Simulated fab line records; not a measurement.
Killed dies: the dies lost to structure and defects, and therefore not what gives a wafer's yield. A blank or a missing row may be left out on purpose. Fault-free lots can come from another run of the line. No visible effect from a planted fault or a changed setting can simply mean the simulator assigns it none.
Problem report, 8D (eight disciplines) form, completed by code || flow nand harc || the parts of the form that need people (team, actions taken, sign-off) are left out

1. PROBLEM STATEMENT
raw defect count at NHARC_P_GATE_INSPECT_28 reads a mean of 1096 on 6 wafers of 2 lots; wafers without a fault read 6 with a standard deviation of 3.1. That is +99 or more standard deviations from the usual mean.
Seen first at day 7 04:44 on defect inspect-02, wafer L180.2. The record holds 30 wafers of 10 lots with a number at this step. The rule behind "out" and "out of limits": a value lying over 4 standard deviations away from the usual mean. The other wafers with a number count as sound.

2. WHAT IT IS AND WHAT IT IS NOT
{"question": "which readings at this step", "is": "raw defect count", "is not": "-"}
{"question": "which lots", "is": "L179, L180", "is not": "L169, L172, L183, L186, L188, L189, L190, L191"}
{"question": "which wafers of those lots", "is": "all that have a number", "is not": "-"}
{"question": "read on which gauges", "is": "defect inspect-02", "is not": "defect inspect-01"}
{"question": "when", "is": "from day 7 04:44", "is not": "up to then (6 sound wafers); but 18 sound wafers of L183, L186, L188, L189, L190, L191 came after"}

3. SUSPECTS, AND WHAT RULES EACH OUT
Counting: any tool at a process step up to the reading is kept as a suspect provided that every lot that is out went through it and no sound lot did after the first of them.
- ruled out: the gauge at NHARC_P_GATE_INSPECT_28. All the wafers that are out were read on defect inspect-02, but those of them that NHARC_END_SORT_01 has rows for are out there too, on other tools.
- rie diel-05 at NHARC_P_ZERO_WELL_DESCUM_39 (chemistry O2, time 3 s): ruled out as a lasting fault. Following L179 (day 4 04:18), the first lot on it that is out, the sound lots L188, L190 were run on it.
- krf scanner-03 at NHARC_P_GATE_EXPOSE_08 (exposes mask P HV): ruled out as a lasting fault. Following L179 (day 6 13:35), the first lot on it that is out, the sound lots L188, L191 were run on it.
Left after counting: nothing in the record.

4. THE CAUSE (what the simulator had put in)
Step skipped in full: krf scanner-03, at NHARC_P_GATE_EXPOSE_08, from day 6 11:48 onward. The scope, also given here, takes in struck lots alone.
Counting ruled it out, wrongly: the rule takes a fault to strike every lot that its tool runs from its start on, and this one did not.

5. THE EFFECT CHAIN, in route order
One row per reading whose mean, taken over the struck wafers that have a number, lies over 3 standard deviations from the usual. Only readings for which the record gives a usual standard deviation are gone through. hours: the time from each lot's start at the first step in this table that gives one to its start at this step, as a median over the lots. sigmas: the change in usual standard deviations.
{"hours": 0, "step": "NHARC_P_GATE_INSPECT_28", "reading": "raw defect count", "usual": 6, "on struck wafers": 1096, "change": "+1090", "sigmas": "+99 or more"}
{"hours": 19, "step": "NHARC_P_GATE_INSPECT_68", "reading": "raw defect count", "usual": 196, "on struck wafers": 1294, "change": "+1098", "sigmas": "+16"}
{"hours": 358, "step": "NHARC_END_SORT_01", "reading": "killed at periphery", "usual": 3.0, "on struck wafers": 647.8, "change": "+644.8", "sigmas": "+99 or more"}
{"hours": 358, "step": "NHARC_END_SORT_01", "reading": "killed dies", "usual": 29, "on struck wafers": 677, "change": "+648", "sigmas": "+59"}
Readings that are blank on the struck wafers while sound wafers have them: exposure dose mJ cm2 at NHARC_P_GATE_EXPOSE_08; focus offset nm at NHARC_P_GATE_EXPOSE_08; cd nm at NHARC_P_GATE_CD_MEAS_11.

6. HOW IT WOULD HAVE BEEN CAUGHT EARLIER
In this record the first reading out of limits at a measuring or inspecting step was taken at day 7 04:44, 17 hours after the fault began at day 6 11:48.
Between NHARC_P_GATE_EXPOSE_08 and NHARC_P_GATE_INSPECT_28, NHARC_P_GATE_CD_MEAS_11 gave no cd nm on the struck wafers, where sound wafers have one: a measuring or inspecting step that comes back empty is itself a sign.
At NHARC_P_GATE_EXPOSE_08 the tool's readings are blank on the struck wafers, where sound wafers have them: an empty tool record is the first sign, and it was there at once.
